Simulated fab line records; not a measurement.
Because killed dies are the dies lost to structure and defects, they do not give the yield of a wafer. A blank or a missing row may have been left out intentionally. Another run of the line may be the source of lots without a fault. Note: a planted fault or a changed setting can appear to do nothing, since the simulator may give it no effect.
Which tool is to blame? + flow n5_finfet + 8 lots, 23 wafers sampled, at 5 steps of a route of 1938

## WHAT EACH GAUGE READ, for each wafer
The record holds no reading of a measuring or inspecting step that can be judged against a usual standard deviation.

## EACH LOT AND THE TOOL THAT RAN IT (in order: tool; ch and the chambers of the sampled wafers; start)
| lot  | N5_BEOL_M3_ALD_84                   | N5_BEOL_M15_VIA_ETCH_16            | N5_BEOL_M15_DEP_53              | N5_PASSIVATION_PECVD_00         | N5_PASSIVATION_PROBE_49 |
|------|-------------------------------------|------------------------------------|---------------------------------|---------------------------------|-------------------------|
| L536 | ald_metal-01 ch 0,1,2, day 7 05:56  | rie_diel-05 ch 0,1, day 11 02:11   | pecvd-02 ch 1,2, day 11 09:00   | pecvd-03 ch 0,1, day 11 10:05   | prober-02, day 12 00:34 |
| L537 | ald_metal-03 ch 0,2,3, day 7 11:04  | rie_diel-05 ch 0,2,3, day 11 16:16 | pecvd-03 ch 0,1,2, day 11 20:29 | pecvd-02 ch 0,1,2, day 11 21:34 | prober-01, day 12 12:01 |
| L538 | ald_metal-03 ch 0,2, day 7 14:07    | rie_diel-01 ch 0,1,3, day 11 16:33 | pecvd-01 ch 0,2, day 11 23:50   | pecvd-02 ch 0,2, day 12 00:55   | prober-01, day 12 13:34 |
| L539 | ald_metal-03 ch 1,2,3, day 7 14:57  | rie_diel-04 ch 2,3, day 11 21:38   | pecvd-01 ch 0,1,2, day 12 02:22 | pecvd-02 ch 0,2, day 12 03:26   | prober-02, day 12 17:16 |
| L548 | ald_metal-01 ch 0,1,2, day 10 05:28 | rie_diel-05 ch 2,3, day 14 15:01   | pecvd-03 ch 0,1,2, day 14 19:20 | pecvd-02 ch 0,1, day 14 20:25   | prober-01, day 15 10:37 |
| L550 | ald_metal-03 ch 0,3, day 10 05:59   | rie_diel-01 ch 0,1,2, day 14 21:36 | pecvd-01 ch 0,1,2, day 15 02:49 | pecvd-04 ch 0,2, day 15 03:55   | prober-01, day 15 18:17 |
| L552 | ald_metal-03 ch 0,3, day 11 10:55   | rie_diel-01 ch 0,2, day 15 07:44   | pecvd-03 ch 2, day 15 13:11     | pecvd-04 ch 0,1, day 15 14:16   | prober-02, day 16 02:34 |
| L554 | ald_metal-04 ch 1,2,3, day 11 19:16 | rie_diel-04 ch 2,3, day 15 19:02   | pecvd-01 ch 0,1,2, day 16 00:22 | pecvd-03 ch 0,1,2, day 16 01:27 | prober-02, day 16 14:21 |
- N5_BEOL_M3_ALD_84: deposits TaN, pulse time 2 s, purge time 3 s, co reactant purge time 2 s.
- N5_BEOL_M15_VIA_ETCH_16: etches SiO2 in C4F8/O2/Ar, target depth 1792.2 nm.
- N5_BEOL_M15_DEP_53: deposits SiCN from 3MS/NH3, target thk 50 nm, time 17.8 s.
- N5_PASSIVATION_PECVD_00: deposits SiO2 from SiH4/N2O, target thk 200 nm, time 11.2 s.
- N5_PASSIVATION_PROBE_49

## WHAT THE TOOLS THEMSELVES READ (means of the sampled wafers that have a number; where no wafer has one, the mark that the record gives instead)
N5_BEOL_M3_ALD_84. Usual: 416 W for heater_power_w, sd 51.
| lot  | tool         | heater_power_w (W) | flag |
|------|--------------|--------------------|------|
| L536 | ald_metal-01 | 361                |      |
| L537 | ald_metal-03 | 452                |      |
| L538 | ald_metal-03 | 469                |      |
| L539 | ald_metal-03 | 485                |      |
| L548 | ald_metal-01 | 361                |      |
| L550 | ald_metal-03 | 417                |      |
| L552 | ald_metal-03 | 420                |      |
| L554 | ald_metal-04 | 419                |      |

N5_BEOL_M15_VIA_ETCH_16. Usual: C4F8_flow_sccm 16.01 sccm, standard deviation 0.051; chamber_pressure_mTorr 19.998 mTorr, standard deviation 0.018; drypump_motor_current_A 5.7 A, standard deviation 0.36; oes_product_au 0.74 a.u., standard deviation 0.062; rf_vpp_V 2216 V, standard deviation 41; showerhead_plenum_p_Torr 3.47 Torr, standard deviation 0.072; throttle_valve_pct 30.76 %, standard deviation 0.26.
| lot  | tool        | C4F8_flow_sccm (sccm) | chamber_pressure_mTorr (mTorr) | drypump_motor_current_A (A) | oes_product_au (a.u.) | rf_vpp_V (V) | showerhead_plenum_p_Torr (Torr) | throttle_valve_pct (%) | flag |
|------|-------------|-----------------------|--------------------------------|-----------------------------|-----------------------|--------------|---------------------------------|------------------------|------|
| L536 | rie_diel-05 | 15.98                 | 20.005                         | 5.2                         | 0.67                  | 2194         | 3.54                            | 30.92                  |      |
| L537 | rie_diel-05 | 15.96                 | 20.005                         | 5.5                         | 0.73                  | 2228         | 3.52                            | 30.64                  |      |
| L538 | rie_diel-01 | 16.06                 | 20.010                         | 5.8                         | 0.79                  | 2197         | 3.46                            | 30.68                  |      |
| L539 | rie_diel-04 | 15.97                 | 20.014                         | 6.0                         | 0.79                  | 2222         | 3.48                            | 30.80                  |      |
| L548 | rie_diel-05 | 15.98                 | 20.004                         | 5.8                         | 0.75                  | 2229         | 3.51                            | 30.51                  |      |
| L550 | rie_diel-01 | 16.02                 | 19.996                         | 5.7                         | 0.76                  | 2219         | 3.43                            | 30.89                  |      |
| L552 | rie_diel-01 | 16.02                 | 19.997                         | 5.7                         | 0.77                  | 2205         | 3.37                            | 30.92                  |      |
| L554 | rie_diel-04 | 15.99                 | 20.001                         | 6.0                         | 0.75                  | 2220         | 3.47                            | 30.83                  |      |

N5_BEOL_M15_DEP_53. Usual: showerhead_plenum_p_Torr 4.163 Torr, standard deviation 0.023; throttle_valve_pct 18.5 %, standard deviation 1.
| lot  | tool     | showerhead_plenum_p_Torr (Torr) | throttle_valve_pct (%) | flag |
|------|----------|---------------------------------|------------------------|------|
| L536 | pecvd-02 | 4.129                           | 17.5                   |      |
| L537 | pecvd-03 | 4.163                           | 18.2                   |      |
| L538 | pecvd-01 | 4.189                           | 19.3                   |      |
| L539 | pecvd-01 | 4.190                           | 19.1                   |      |
| L548 | pecvd-03 | 4.163                           | 18.3                   |      |
| L550 | pecvd-01 | 4.188                           | 19.1                   |      |
| L552 | pecvd-03 | 4.152                           | 17.0                   |      |
| L554 | pecvd-01 | 4.187                           | 18.9                   |      |

N5_PASSIVATION_PECVD_00. Usual: heater_power_w 660 W, standard deviation 90; showerhead_plenum_p_Torr 8.16 Torr, standard deviation 0.087; throttle_valve_pct 51.9 %, standard deviation 2.7.
| lot  | tool     | heater_power_w (W) | showerhead_plenum_p_Torr (Torr) | throttle_valve_pct (%) | flag |
|------|----------|--------------------|---------------------------------|------------------------|------|
| L536 | pecvd-03 | 643                | 8.20                            | 53.0                   |      |
| L537 | pecvd-02 | 658                | 8.08                            | 51.9                   |      |
| L538 | pecvd-02 | 550                | 8.06                            | 49.6                   |      |
| L539 | pecvd-02 | 616                | 8.09                            | 51.3                   |      |
| L548 | pecvd-02 | 707                | 8.11                            | 53.9                   |      |
| L550 | pecvd-04 | 635                | 8.25                            | 49.9                   |      |
| L552 | pecvd-04 | 700                | 8.25                            | 52.5                   |      |
| L554 | pecvd-03 | 646                | 8.18                            | 52.1                   |      |

N5_PASSIVATION_PROBE_49. Usual: defect_limited_yield 91.4 %, standard deviation 1.4; killed_at_M0_to_M3 34, standard deviation 8.9; killed_at_M4_up 13, standard deviation 4.6; killed_at_contacts 12, standard deviation 5.5; killed_at_front_end 41, standard deviation 11; killed_at_other 3.1, standard deviation 2.9; killed_dies 102, standard deviation 16; killed_open 66, standard deviation 11; killed_short 34, standard deviation 7.6; sort_bin_5_function 5.1 %, standard deviation 0.89; sort_bin_6_memory 3.2 %, standard deviation 0.61; sort_n_pass 1078, standard deviation 16; sort_yield_pct 91.3 %, standard deviation 1.4.
| lot  | tool      | defect_limited_yield (%) | killed_at_M0_to_M3 | killed_at_M4_up | killed_at_contacts | killed_at_front_end | killed_at_other | killed_dies | killed_open | killed_short | sort_bin_5_function (%) | sort_bin_6_memory (%) | sort_n_pass | sort_yield_pct (%) | flag |
|------|-----------|--------------------------|--------------------|-----------------|--------------------|---------------------|-----------------|-------------|-------------|--------------|-------------------------|-----------------------|-------------|--------------------|------|
| L536 | prober-02 | 90.8                     | 39                 | 7               | 12                 | 46                  | 5.0             | 109         | 67          | 40           | 5.3                     | 3.5                   | 1071        | 90.8               |      |
| L537 | prober-01 | 90.8                     | 32                 | 10              | 9                  | 55                  | 2.3             | 108         | 69          | 37           | 5.9                     | 3.1                   | 1072        | 90.8               |      |
| L538 | prober-01 | 91.7                     | 34                 | 13              | 9                  | 41                  | 1.7             | 98          | 67          | 27           | 4.7                     | 3.1                   | 1082        | 91.7               |      |
| L539 | prober-02 | 90.4                     | 26                 | 16              | 12                 | 58                  | 1.7             | 113         | 75          | 35           | 5.5                     | 3.5                   | 1067        | 90.4               |      |
| L548 | prober-01 | 88.1                     | 64                 | 16              | 14                 | 42                  | 3.3             | 140         | 68          | 37           | 7.1                     | 3.9                   | 1040        | 88.1               | OFF  |
| L550 | prober-01 | 92.1                     | 26                 | 10              | 13                 | 40                  | 5.0             | 93          | 61          | 31           | 4.2                     | 3.3                   | 1087        | 92.1               |      |
| L552 | prober-02 | 92.5                     | 33                 | 19              | 7                  | 28                  | 2.5             | 89          | 58          | 28           | 4.6                     | 2.6                   | 1091        | 92.5               |      |
| L554 | prober-02 | 91.9                     | 33                 | 12              | 9                  | 39                  | 2.3             | 95          | 66          | 29           | 4.7                     | 3.1                   | 1085        | 91.9               |      |

## THE ANSWER, worked out from the rows above alone
Rule: lot off if the mean of its wafers having a number is beyond 3 standard deviations from the usual mean. A lot without any number at a reading at which 4 lots or more have one is off too. All remaining lots with rows at the step are treated as sound. First the gauges in route order, then the tools' own readings, where a lot's mean is used as printed above. At the first step where some lot is off, the reading lying furthest off is the one used; lots without a number count as furthest.
Off: L548, at N5_PASSIVATION_PROBE_49 (killed_at_M0_to_M3).
A tool fits if, at that step or a process step before it, it ran every lot that is off, and no sound lot after the first of them. Can't be told from this: 3 tools fit, ald_metal-01 at N5_BEOL_M3_ALD_84, rie_diel-05 at N5_BEOL_M15_VIA_ETCH_16, pecvd-02 at N5_PASSIVATION_PECVD_00.

## WHAT THE SIMULATOR HAD INSERTED
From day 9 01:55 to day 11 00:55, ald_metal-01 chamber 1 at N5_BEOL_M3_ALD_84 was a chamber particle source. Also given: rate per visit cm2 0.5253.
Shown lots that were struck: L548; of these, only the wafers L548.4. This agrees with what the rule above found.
